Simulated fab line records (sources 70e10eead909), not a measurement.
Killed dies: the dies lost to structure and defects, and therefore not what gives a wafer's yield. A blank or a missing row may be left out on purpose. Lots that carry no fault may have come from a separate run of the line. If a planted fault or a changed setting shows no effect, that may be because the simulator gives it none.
fab line records    flow nand-harc
record lots=6  wafers=17  last-day=26
route steps=1159 shown A_M0@1021 A_M1@1026 END@1159
lots with no fault: from the same line, run without faults
start-h: hours from the record's first day to the start of the lot's first wafer shown    wait-h: hours from the lot's prior step to this one    " as in the row above    L1.1+2: several wafers, shown together as one row    - no value, or no start was given    * or withheld: withheld    < > ~ a bound
route shown NAME@n: NAME is a module with steps in the file, n the number in the route of the first one    usual: mean and standard deviation over wafers with no fault    same: alike in all rows    chamber/n: place in a boat    sites: readings site by site    _std_site: how widely they spread, as a standard deviation    _edge_site: mean of outer sites minus mean of inner sites    radius-mm: how far each site lies from the wafer's centre    mask NAME#n: copy n    behind: the tool/chamber that last shaped the wafer    hold: reason for holding the lot/hours on hold/outcome of the hold    device: the n, p or np transistor that did not switch    end of line: at the end of the route, the tests of the same wafers    step lacking rows: just its recipe    killed: at the first sort, the dies lost to defects and structure; wafer yield is something else    map: shows each die of a wafer: x if killed, . if not, _ if none is there
set.NAME: the setting the step ran with; set.NAME@STEP: the setting that earlier step ran with    model.NAME: the simulator's own value behind a step, which no gauge read
a table for each step, a row for each wafer; lots at some steps of the route
services: from which hour (start-h, from the record's first day; less than 0 if before it) a tool's chamber was out of use, for how many hours, and why
## steps
# step NHARC_A_M0_SRD_25
# step NHARC_A_M0_INSPECT_27
# usual raw-defect-count=442/120
lot.wafer  tool               chamber  start-h  wait-h  raw-defect-count
L300.3     defect-inspect-01  -        408.18   0.0     267
L300.4     "                  -        "        "       288
L300.6     "                  -        "        "       271
L304.1     defect-inspect-01  -        452.49   0.0     356
L304.2     "                  -        "        "       375
L304.3     "                  -        "        "       424
L311.2     defect-inspect-02  -        505.58   0.0     374
L311.3     "                  -        "        "       299
L315.2     defect-inspect-02  -        509.28   0.0     574
L315.5     "                  -        "        "       486
L315.6     "                  -        "        "       507
L318.1     defect-inspect-02  -        540.57   0.0     548
L318.4     "                  -        "        "       591
L318.5     "                  -        "        "       731
L320.1     defect-inspect-01  -        582.85   0.0     349
L320.3     "                  -        "        "       491
L320.5     "                  -        "        "       532
# step NHARC_A_M0_PRE_CLEAN_31
# recipe time-s=12  temp-c=370  rf-power-w=300  gas=NH3
# usual heater-power-outer-w=334/38  heater-power-w=598/54
lot.wafer  tool      chamber  start-h  wait-h  heater-power-outer-w  heater-power-w
L300.3     pecvd-03  2        408.27   0.1     323                   596
L300.6     "         0        "        "       360                   612
L300.4     "         2        "        "       337                   602
L304.1     pecvd-04  0        452.57   0.1     262                   539
L304.2     "         1        "        "       357                   589
L304.3     "         2        "        "       407                   695
L311.3     pecvd-02  0        505.65   0.1     356                   643
L311.2     "         1        "        "       330                   612
L315.2     pecvd-03  0        509.37   0.1     375                   614
L315.6     "         1        "        "       327                   555
L315.5     "         2        "        "       332                   595
L318.1     pecvd-03  0        540.65   0.1     372                   623
L318.5     "         0        "        "       371                   619
L318.4     "         1        "        "       380                   621
L320.3     pecvd-04  2        582.92   0.1     320                   577
L320.1     "         1        "        "       343                   561
L320.5     "         0        "        "       352                   655
# step NHARC_A_M0_DEP_32
# recipe target-thk-a=300  temp-c=370  target-thk-nm=30  pressure-torr=3  flow-sccm=200  rf-w=450  material=SiCN
# usual heater-power-outer-w=300/33  heater-power-w=552/48
lot.wafer  tool      chamber  start-h  wait-h  heater-power-outer-w  heater-power-w
L300.3     pecvd-03  2        408.41   0.1     321                   585
L300.6     "         0        "        "       339                   603
L300.4     "         2        "        "       308                   592
L304.1     pecvd-04  0        452.64   0.1     259                   540
L304.2     "         1        "        "       323                   538
L304.3     "         2        "        "       364                   640
L311.3     pecvd-02  0        505.73   0.1     326                   602
L311.2     "         1        "        "       305                   586
L315.2     pecvd-03  0        509.51   0.1     275                   481
L315.6     "         1        "        "       334                   552
L315.5     "         2        "        "       259                   499
L318.1     pecvd-03  0        540.76   0.1     315                   523
L318.5     "         0        "        "       310                   531
L318.4     "         1        "        "       326                   545
L320.3     pecvd-04  2        583.00   0.1     345                   622
L320.1     "         1        "        "       329                   536
L320.5     "         0        "        "       276                   566
# step NHARC_A_M1_DEP_00
# recipe target-thk-a=1825  target-thk-nm=182.5  temp-c=withheld  pressure-torr=5  flow-sccm=200  rf-w=600  material=SiOC
# step NHARC_A_M1_DEHYDRATE_01
# recipe temp-c=150  time-s=120
# step NHARC_A_M1_HMDS_02
# recipe time-s=30
# step NHARC_A_M1_COAT_34
# recipe temp-c=200  time-s=65
# step NHARC_A_M1_COAT_03
# recipe spin-rpm=1500  resist-thk-nm=90
# step NHARC_A_M1_SOFTBAKE_04
# recipe temp-c=105  time-s=55
# step NHARC_A_M1_EBR_05
# step NHARC_A_M1_EXPOSE_06
# recipe na=1.35  target-cd-nm=120  dose-mj=75.13  mask-id=A_M1
# usual focus-offset-nm=-0.1/0.52
lot.wafer  tool             chamber  start-h  wait-h  mask    focus-offset-nm
L300.3     arfi-scanner-03  0        410.10   -       A_M1#0  0.3
L300.4     "                0        "        "       A_M1#0  -0.4
L300.6     "                0        "        "       A_M1#0  -0.2
L304.1     arfi-scanner-01  0        453.63   -       A_M1#0  0.1
L304.2     "                0        "        "       A_M1#0  -0.5
L304.3     "                0        "        "       A_M1#0  -1.2
L311.2     arfi-scanner-01  0        506.85   -       A_M1#0  -0.7
L311.3     "                0        "        "       A_M1#0  -0.7
L315.2     arfi-scanner-01  0        510.54   -       A_M1#0  0.5
L315.5     "                0        "        "       A_M1#0  1.0
L315.6     "                0        "        "       A_M1#0  -0.1
L318.1     arfi-scanner-03  0        541.70   -       A_M1#0  0.3
L318.4     "                0        "        "       A_M1#0  -0.6
L318.5     "                0        "        "       A_M1#0  0.0
L320.1     arfi-scanner-02  0        584.08   -       A_M1#0  0.2
L320.3     "                0        "        "       A_M1#0  -0.4
L320.5     "                0        "        "       A_M1#0  -0.7
# step NHARC_A_M1_PEB_07
# recipe peb-temp-c=100  peb-time-s=65
# step NHARC_A_M1_DEVELOP_08
# recipe develop-time-s=35  dev-temp-c=23
# step NHARC_A_M1_CD_MEAS_09
# recipe target-cd-nm=120  landing-energy-ev=500
# usual cd-nm=120.0/0.55
lot.wafer  tool       chamber  start-h  wait-h  hold                      cd-nm
L300.3     cd-sem-02  0        410.24   -       -                         119.6
L300.4     "          0        "        "       -                         119.3
L300.6     "          0        "        "       -                         119.7
L304.1     cd-sem-03  0        453.78   -       -                         119.1
L304.2     "          0        "        "       -                         120.0
L304.3     "          0        "        "       -                         119.4
L311.2     cd-sem-01  0        506.98   -       await-dispo/0.2h/release  125.1
L311.3     "          0        "        "       await-dispo/0.2h/release  125.8
L311.2     cd-sem-01  0        -        -       -                         124.9
L311.3     "          0        "        "       -                         125.8
L315.2     cd-sem-02  0        510.68   -       await-dispo/0.2h/release  126.9
L315.5     "          0        "        "       await-dispo/0.2h/release  120.0
L315.6     "          0        "        "       await-dispo/0.2h/release  119.4
L315.2     cd-sem-02  0        -        -       -                         127.0
L315.5     "          0        "        "       -                         120.0
L315.6     "          0        "        "       -                         119.7
L318.1     cd-sem-03  0        541.84   -       -                         120.7
L318.4     "          0        "        "       -                         120.5
L318.5     "          0        "        "       -                         120.1
L320.1     cd-sem-02  0        584.22   -       -                         121.1
L320.3     "          0        "        "       -                         120.8
L320.5     "          0        "        "       -                         120.0
# step NHARC_A_M1_OVL_MEAS_10
# recipe pitch-nm=240
# usual overlay-x-nm=-0.2/0.95  overlay-y-nm=0.1/0.64
lot.wafer  tool        chamber  start-h  wait-h  hold                      overlay-x-nm  overlay-y-nm
L300.3     overlay-02  -        410.32   -       -                         0.2           0.9
L300.4     "           -        "        "       -                         0.6           0.8
L300.6     "           -        "        "       -                         0.5           0.4
L304.1     overlay-01  -        453.87   -       -                         -0.2          0.3
L304.2     "           -        "        "       -                         -0.7          -0.1
L304.3     "           -        "        "       -                         -1.0          -0.5
L311.2     overlay-01  -        513.36   -       await-dispo/6.1h/release  0.1           0.8
L311.3     "           -        "        "       await-dispo/6.1h/release  0.5           0.6
L315.2     overlay-01  -        515.24   -       await-dispo/4.3h/release  -0.3          1.6
L315.5     "           -        "        "       await-dispo/4.3h/release  0.2           1.6
L315.6     "           -        "        "       await-dispo/4.3h/release  -0.7          1.3
L318.1     overlay-01  -        541.93   -       -                         -1.2          0.2
L318.4     "           -        "        "       -                         -0.8          -0.2
L318.5     "           -        "        "       -                         -1.5          -0.4
L320.1     overlay-02  -        584.30   -       -                         0.8           0.7
L320.3     "           -        "        "       -                         1.1           0.8
L320.5     "           -        "        "       -                         0.4           1.0
# step NHARC_A_M1_INSPECT_11
# usual raw-defect-count=30/15
lot.wafer  tool               chamber  start-h  wait-h  raw-defect-count
L300.3     defect-inspect-01  -        410.36   0.0     16
L300.4     "                  -        "        "       23
L300.6     "                  -        "        "       15
L304.1     defect-inspect-01  -        453.90   0.0     22
L304.2     "                  -        "        "       31
L304.3     "                  -        "        "       22
L311.2     defect-inspect-02  -        513.40   0.0     44
L311.3     "                  -        "        "       40
L315.2     defect-inspect-02  -        515.27   0.0     63
L315.5     "                  -        "        "       58
L315.6     "                  -        "        "       60
L318.1     defect-inspect-01  -        541.97   0.0     56
L318.4     "                  -        "        "       53
L318.5     "                  -        "        "       45
L320.1     defect-inspect-02  -        584.34   0.0     28
L320.3     "                  -        "        "       13
L320.5     "                  -        "        "       21
# step NHARC_A_M1_DESCUM_14
# recipe time-s=3  o2-flow-sccm=200  ar-flow-sccm=0  bias-power-w=0  chemistry=O2
# usual drypump-motor-current-A=5.8/0.44  oes-product-au=1.000/0.0098  rf-vpp-V=57.7/0.98  showerhead-plenum-p-Torr=1.90/0.097  throttle-valve-pct=11.312/0.0091
# same bias-power-w=0
lot.wafer  tool         chamber  start-h  wait-h  drypump-motor-current-A  oes-product-au  rf-hours-counter-h  rf-vpp-V  showerhead-plenum-p-Torr  throttle-valve-pct  model.A_M1.cd-nm
L300.3     rie-diel-08  0        410.43   0.1     5.8                      1.018           2                   58.1      2.03                      11.310              119.1
L300.4     "            1        "        "       5.6                      1.000           2                   59.2      2.05                      11.303              119.7
L300.6     "            3        "        "       5.6                      1.009           -                   56.0      1.80                      11.314              119
L304.1     rie-diel-04  3        453.97   0.1     5.1                      1.000           10                  56.7      1.91                      11.286              118.6
L304.3     "            0        "        "       6.0                      0.994           11                  58.2      1.87                      11.301              119.3
L304.2     "            1        "        "       6.6                      1.005           11                  56.6      1.78                      11.313              119.8
L311.2     rie-diel-08  3        513.46   0.1     5.6                      0.993           0                   57.0      1.80                      11.310              124.1
L311.3     "            1        "        "       5.6                      0.992           0                   58.0      2.05                      11.327              126.2
L315.2     rie-diel-10  0        515.55   0.3     6.2                      0.983           11                  58.7      2.02                      11.309              127.4
L315.5     "            1        "        "       5.7                      1.003           -                   57.2      2.01                      11.312              119.6
L315.6     "            2        "        "       5.3                      0.997           -                   57.9      1.99                      11.315              119.7
L318.4     rie-diel-04  1        542.03   0.1     6.5                      1.000           5                   57.4      1.78                      11.315              121.4
L318.1     "            3        "        "       5.1                      0.992           6                   57.8      1.90                      11.304              120
L318.5     "            2        "        "       5.8                      1.012           -                   56.7      1.81                      11.311              120.5
L320.1     rie-diel-04  1        584.40   0.1     6.5                      1.001           6                   56.8      1.78                      11.293              121.9
L320.3     "            2        "        "       5.8                      1.001           8                   56.7      1.81                      11.305              120.2
L320.5     "            2        "        "       5.8                      0.999           -                   57.0      1.81                      11.311              120.2
# step NHARC_A_M1_ETCH_35
# recipe target-depth-a=400  overetch-a=120  time-s=43.94  ion-energy-ev=200  n2-flow-sccm=150  h2-flow-sccm=150  ar-flow-sccm=0  rf-w=400  bias-w=150  chemistry=N2/H2
# usual drypump-motor-current-A=5.7/0.43  oes-product-au=1.000/0.0093  rf-vpp-V=431/3.1  showerhead-plenum-p-Torr=2.04/0.11  throttle-valve-pct=14.171/0.0089
lot.wafer  tool         chamber  start-h  wait-h  drypump-motor-current-A  oes-product-au  rf-hours-counter-h  rf-vpp-V  showerhead-plenum-p-Torr  throttle-valve-pct
L300.3     rie-diel-08  3        410.51   0.1     5.6                      1.003           2                   426       1.91                      14.183
L300.4     "            0        "        "       5.9                      1.019           2                   434       2.17                      14.172
L300.6     "            2        "        "       5.3                      1.010           -                   432       2.10                      14.178
L304.2     rie-diel-04  0        454.05   0.1     6.0                      0.979           11                  430       1.99                      14.173
L304.1     "            1        "        "       6.5                      1.005           11                  427       1.90                      14.159
L304.3     "            3        "        "       5.1                      0.999           10                  431       2.03                      14.176
L311.3     rie-diel-08  2        513.55   0.1     5.2                      0.992           0                   432       2.10                      14.173
L311.2     "            3        "        "       5.6                      1.001           0                   427       1.91                      14.189
L315.2     rie-diel-10  3        515.67   0.1     6.1                      0.989           10                  427       1.90                      14.172
L315.5     "            1        "        "       5.7                      1.007           -                   434       2.14                      14.155
L315.6     "            2        "        "       5.3                      1.016           -                   434       2.13                      14.186
L318.1     rie-diel-04  0        542.13   0.1     6.0                      0.995           6                   429       1.99                      14.175
L318.4     "            1        "        "       6.5                      0.992           5                   427       1.90                      14.159
L318.5     "            2        "        "       5.8                      0.997           -                   427       1.93                      14.192
L320.3     rie-diel-04  3        584.49   0.1     5.1                      0.987           8                   431       2.03                      14.161
L320.1     "            0        "        "       6.0                      0.999           7                   429       1.99                      14.174
L320.5     "            2        "        "       5.8                      0.995           -                   427       1.93                      14.177
# step NHARC_A_M1_ETCH_15
# recipe target-depth-a=1825  time-s=91.2  c4f8-flow-sccm=withheld  ar-flow-sccm=400  rf-w=600  bias-w=300  chemistry=C4F8/Ar
# usual oes-product-au=0.946/0.022  rf-vpp-V=441/3.2
lot.wafer  tool         chamber  start-h  wait-h  oes-product-au  rf-hours-counter-h  rf-vpp-V
L300.4     rie-diel-08  2        -        -       0.945           2                   444
L300.3     "            0        "        "       0.962           2                   444
L300.6     "            1        "        "       0.947           -                   444
L304.2     rie-diel-04  0        -        -       0.948           11                  439
L304.3     "            1        "        "       0.975           11                  438
L304.1     "            2        "        "       0.960           10                  438
L311.2     rie-diel-08  1        -        -       0.970           0                   446
L311.3     "            2        "        "       0.970           0                   443
L315.2     rie-diel-10  1        -        -       0.931           12                  444
L315.6     "            0        "        "       0.920           -                   444
L315.5     "            1        "        "       0.937           -                   444
L318.4     rie-diel-04  2        -        -       0.962           6                   436
L318.1     "            3        "        "       0.984           6                   439
L318.5     "            1        "        "       0.956           -                   436
L320.3     rie-diel-04  1        -        -       0.924           6                   437
L320.1     "            2        "        "       0.934           8                   439
L320.5     "            0        "        "       0.915           -                   440
# step NHARC_A_M1_CD_MEAS_16
# usual cd-nm=119.7/0.82
lot.wafer  tool       chamber  start-h  wait-h  hold                      cd-nm
L300.3     cd-sem-03  -        410.73   -       -                         118.9
L300.4     "          -        "        "       -                         119.6
L300.6     "          -        "        "       -                         119.5
L304.1     cd-sem-02  -        454.27   -       -                         118.6
L304.2     "          -        "        "       -                         120.0
L304.3     "          -        "        "       -                         118.9
L311.2     cd-sem-02  -        513.76   -       await-dispo/0.2h/release  123.6
L311.3     "          -        "        "       await-dispo/0.2h/release  126.6
L311.2     cd-sem-02  -        513.95   0.2     -                         123.7
L311.3     "          -        "        "       -                         126.3
L315.2     cd-sem-01  -        515.88   -       await-dispo/0.2h/release  126.9
L315.5     "          -        "        "       await-dispo/0.2h/release  119.5
L315.6     "          -        "        "       await-dispo/0.2h/release  119.3
L315.2     cd-sem-01  -        516.06   0.2     -                         126.9
L315.5     "          -        "        "       -                         119.6
L315.6     "          -        "        "       -                         119.3
L318.1     cd-sem-02  -        542.39   -       -                         119.6
L318.4     "          -        "        "       -                         120.9
L318.5     "          -        "        "       -                         119.9
L320.1     cd-sem-02  -        584.71   -       -                         121.9
L320.3     "          -        "        "       -                         119.7
L320.5     "          -        "        "       -                         119.8
# step NHARC_A_M1_STRIP_18
# recipe power-w=1000  n2-flow-sccm=150  h2-flow-sccm=150  ar-flow-sccm=0  bias-w=0  chemistry=N2/H2
# usual drypump-motor-current-A=5.7/0.39  oes-product-au=1.002/0.0095  power-w=1000.1/2.8  rf-vpp-V=90.7/1.1  showerhead-plenum-p-Torr=2.05/0.11  throttle-valve-pct=14.170/0.0083
lot.wafer  tool         chamber  start-h  wait-h  hold                      drypump-motor-current-A  oes-product-au  power-w  rf-hours-counter-h  rf-vpp-V  showerhead-plenum-p-Torr  throttle-valve-pct
L300.3     rie-diel-10  3        410.79   0.1     -                         6.1                      0.997           1000.4   3                   90.7      1.90                      14.152
L300.4     "            2        "        "       -                         5.3                      1.015           999.7    3                   91.3      2.13                      14.176
L300.6     "            3        "        "       -                         6.2                      0.996           1002.3   -                   88.2      1.90                      14.160
L304.1     rie-diel-08  3        454.34   0.1     -                         5.6                      0.993           1004.6   3                   89.5      1.91                      14.165
L304.2     "            0        "        "       -                         5.9                      1.018           1000.0   3                   91.2      2.17                      14.162
L304.3     "            2        "        "       -                         5.3                      0.995           1000.9   3                   89.9      2.10                      14.160
L311.2     rie-diel-08  1        516.14   2.2     await-dispo/2.1h/release  5.6                      0.993           1000.3   0                   92.5      2.19                      14.176
L311.3     "            0        "        "       await-dispo/2.1h/release  5.8                      1.017           1002.0   0                   90.0      2.17                      14.173
L315.2     rie-diel-10  2        517.87   1.8     await-dispo/1.7h/release  5.2                      1.019           996.8    11                  92.1      2.13                      14.163
L315.6     "            1        "        "       await-dispo/1.7h/release  5.6                      1.007           996.7    -                   90.4      2.14                      14.165
L315.5     "            2        "        "       await-dispo/1.7h/release  5.3                      1.005           998.1    -                   91.1      2.13                      14.164
L318.1     rie-diel-10  1        542.51   0.1     -                         5.7                      1.013           1002.6   0                   92.5      2.14                      14.173
L318.4     "            2        "        "       -                         5.3                      1.019           998.8    0                   91.6      2.13                      14.155
L318.5     "            0        "        "       -                         6.2                      1.005           998.4    -                   91.5      2.16                      14.174
L320.3     rie-diel-10  3        584.80   0.1     -                         6.2                      1.012           1002.8   2                   90.9      1.89                      14.159
L320.1     "            0        "        "       -                         6.2                      1.006           1001.2   3                   92.5      2.16                      14.155
L320.5     "            0        "        "       -                         6.2                      0.998           1003.8   -                   91.1      2.16                      14.174
# step NHARC_A_M1_ETCH_28
# recipe target-depth-a=300  over-etch-frac=0.3  time-s=72.99  ion-energy-ev=150  cf4-flow-sccm=50  n2-flow-sccm=100  ar-flow-sccm=150  rf-w=300  bias-w=100  chemistry=CF4/N2
# usual drypump-motor-current-A=5.7/0.4  oes-product-au=1.000/0.011  rf-vpp-V=314.5/2.3  showerhead-plenum-p-Torr=2.65/0.13  throttle-valve-pct=19.795/0.0092
lot.wafer  tool         chamber  start-h  wait-h  drypump-motor-current-A  oes-product-au  rf-hours-counter-h  rf-vpp-V  showerhead-plenum-p-Torr  throttle-valve-pct  model.A_M1.cd-nm
L300.3     rie-diel-10  0        -        -       6.2                      0.992           4                   317.3     2.77                      19.790              119.3
L300.4     "            1        "        "       5.7                      1.010           4                   316.1     2.75                      19.796              119.7
L300.6     "            3        "        "       6.2                      1.009           -                   311.0     2.46                      19.792              119.9
L304.1     rie-diel-08  1        -        -       5.5                      0.990           3                   317.2     2.81                      19.786              119.6
L304.2     "            2        "        "       5.3                      0.992           3                   316.3     2.70                      19.792              119.6
L304.3     "            0        "        "       5.8                      1.015           3                   316.5     2.78                      19.809              120
L311.2     rie-diel-08  3        -        -       5.6                      0.985           0                   312.5     2.47                      19.796              123.4
L311.3     "            0        "        "       5.9                      1.015           0                   315.8     2.78                      19.791              126.1
L315.2     rie-diel-10  3        -        -       6.2                      0.996           10                  311.8     2.45                      19.797              126.7
L315.6     "            0        "        "       6.2                      0.998           -                   315.9     2.77                      19.793              118.5
L315.5     "            1        "        "       5.7                      1.008           -                   315.6     2.75                      19.800              119.3
L318.1     rie-diel-10  0        -        -       6.2                      0.996           0                   317.3     2.77                      19.795              119.8
L318.4     "            2        "        "       5.2                      1.010           0                   317.1     2.73                      19.807              121.3
L318.5     "            1        "        "       5.7                      1.012           -                   316.8     2.75                      19.796              119.8
L320.3     rie-diel-10  1        -        -       5.7                      1.010           3                   317.0     2.75                      19.808              120.4
L320.1     "            2        "        "       5.3                      1.011           3                   316.0     2.73                      19.771              121.5
L320.5     "            3        "        "       6.1                      1.021           -                   311.8     2.45                      19.789              119.9
# step NHARC_A_M1_STRIP_19
# recipe time-s=600  temp-c=30  chemistry=post-etch-residue-remover
# step NHARC_END_SORT_01
# recipe temp-c=25
# usual defect-limited-yield=95.5/1.8  killed-at-array=27/11  killed-at-other=0.6/1  killed-at-periphery=3.0/2.1  killed-dies=31/12  killed-open=3.2/1.7  killed-short=1.7/1.4  sort_bin_2_pct=1.4/0.68  sort_bin_3_pct=0.25/0.2  sort_bin_4_pct=2.9/1.2  sort-n-pass=646/12  sort-rim-yield-pct=95.7/2.8  sort-yield-pct=95.5/1.8
# same gross-dies=677  sort_bin_5_pct[%]=0  sort_bin_6_pct[%]=0  sort_bin_7_pct[%]=0  sort_bin_8_pct[%]=0  sort-rim-n-gross=106.00
lot.wafer  tool       chamber  start-h  wait-h  defect-limited-yield[%]  killed-at-array  killed-at-other  killed-at-periphery  killed-dies  killed-open  killed-short  sort_bin_2_pct[%]  sort_bin_3_pct[%]  sort_bin_4_pct[%]  sort-n-pass  sort-rim-yield-pct[%]  sort-yield-pct[%]
L311.2     prober-02  0        546.77   2.8     94.7                     32               1                3                    36           6            2             1.3                0.59               3.4                641          88.7                   94.7
L311.3     prober-02  0        547.57   3.1     95.1                     29               0                4                    33           4            1             1.3                0.30               3.2                644          96.2                   95.1
L315.2     prober-01  0        561.06   2.8     92.8                     47               1                1                    49           0            0             3.0                0.59               3.7                628          93.4                   92.8
L315.5     prober-01  0        563.47   3.7     92.6                     47               2                1                    50           4            2             2.5                0.15               4.7                627          95.3                   92.6
L315.6     prober-01  0        564.28   4.0     92.5                     47               1                3                    51           4            1             2.4                0.44               4.7                626          95.3                   92.5
# killed by level:class
L311.2 A_CHANNEL_HOLE_D1:chamber-film-flake=19 A_CONTACT:chamber-film-flake=3 P_M0:geometric-particle:open=2 A_SOURCE_PLATE:geometric-particle:open=2 A_CONTACT:geometric-particle:open=2 A_STAIRCASE:chamber-film-flake=2 A_SLIT:chamber-film-flake=2 P_M1:geometric-particle:short=1
L311.3 A_CHANNEL_HOLE_D1:chamber-film-flake=16 A_CONTACT:chamber-film-flake=8 P_GATE:chamber-film-flake=2 P_ZERO_WELL:geometric-particle:open=1 P_M0:geometric-particle:open=1 A_CHANNEL_HOLE_D1:geometric-particle:short=1 A_SGD_CUT:geometric-particle:open=1 A_WL_FILL:geometric-particle:open=1
L315.2 A_SLIT:chamber-film-flake=21 A_CHANNEL_HOLE_D1:chamber-film-flake=16 A_CONTACT:chamber-film-flake=6 A_STAIRCASE:chamber-film-flake=3 THIN_TSV:chamber-film-flake=1 P_GATE:chamber-film-flake=1 A_CHANNEL_FILL_D1:chamber-film-flake=1
L315.5 A_CHANNEL_HOLE_D1:chamber-film-flake=17 A_SLIT:chamber-film-flake=17 A_CHANNEL_FILL_D1:chamber-film-flake=3 A_CONTACT:chamber-film-flake=3 A_ZERO_WELL:chamber-film-flake=2 P_CONTACT:geometric-particle:open=1 A_ONON_D1:geometric-particle:open=1 A_CHANNEL_FILL_D1:geometric-particle:short=1
L315.6 A_SLIT:chamber-film-flake=23 A_CHANNEL_HOLE_D1:chamber-film-flake=12 A_STAIRCASE:chamber-film-flake=3 A_CONTACT:chamber-film-flake=3 P_CONTACT:geometric-particle:open=2 A_CONTACT:geometric-particle:open=2 P_M0:geometric-particle:short=1 A_ZERO_WELL:chamber-film-flake=1
## services
tool             chamber  start-h  hours  kind
pecvd-04         2        419.84   12.0   repair
rie-diel-08      1        423.92   8.0    repair
arfi-scanner-01  -        430.62   5.6    repair
rie-diel-08      -        434.03   0.6    repair
arfi-scanner-01  -        449.33   0.6    repair
pecvd-02         2        453.91   2.9    repair
rie-diel-04      -        466.05   9.0    pm
arfi-scanner-01  -        466.51   0.3    repair
pecvd-03         -        473.08   13.0   pm
rie-diel-08      -        478.80   9.0    pm
arfi-scanner-03  -        484.00   4.0    pm
rie-diel-04      0        487.59   3.3    repair
rie-diel-10      2        488.29   7.3    repair
pecvd-04         1        489.77   15.8   repair
arfi-scanner-03  -        489.81   0.9    repair
rie-diel-10      3        495.17   2.7    repair
pecvd-02         -        515.05   13.0   pm
rie-diel-10      1        520.98   9.8    repair
rie-diel-04      1        525.51   8.9    repair
rie-diel-10      -        530.50   9.0    pm
arfi-scanner-01  -        544.20   4.0    pm
rie-diel-08      3        549.42   8.9    repair
pecvd-04         -        557.77   13.0   pm
arfi-scanner-03  -        564.41   2.2    repair
## key
first-sign step=NHARC_A_M1_CD_MEAS_09  reading=visit  direction=added
effect step=NHARC_A_M1_CD_MEAS_09  reading=cd-nm  direction=up  sigmas=11  usual=120.0  struck=126.0
effect step=NHARC_A_M1_CD_MEAS_16  reading=visit  direction=added
effect step=NHARC_A_M1_CD_MEAS_16  reading=cd-nm  direction=up  sigmas=7.3  usual=119.7  struck=125.7
model-effect step=NHARC_A_M1_DESCUM_14  value=A_M1.cd-nm  without=119.2  struck=125.9
model-effect step=NHARC_A_M1_ETCH_28  value=A_M1.cd-nm  without=118.7  struck=125.4
met-at NHARC_A_M1_EXPOSE_06
struck-wafers L311.2,L311.3,L315.2
onset-between 453.63 506.85
fault kind=process-parameter-drift  tool=arfi-scanner-01  chamber=-  onset-h=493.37  steps=NHARC_A_M1_EXPOSE_06  channel=focus-nm  offset=116.14  shape=step  end-h=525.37  scope=struck-wafers-only
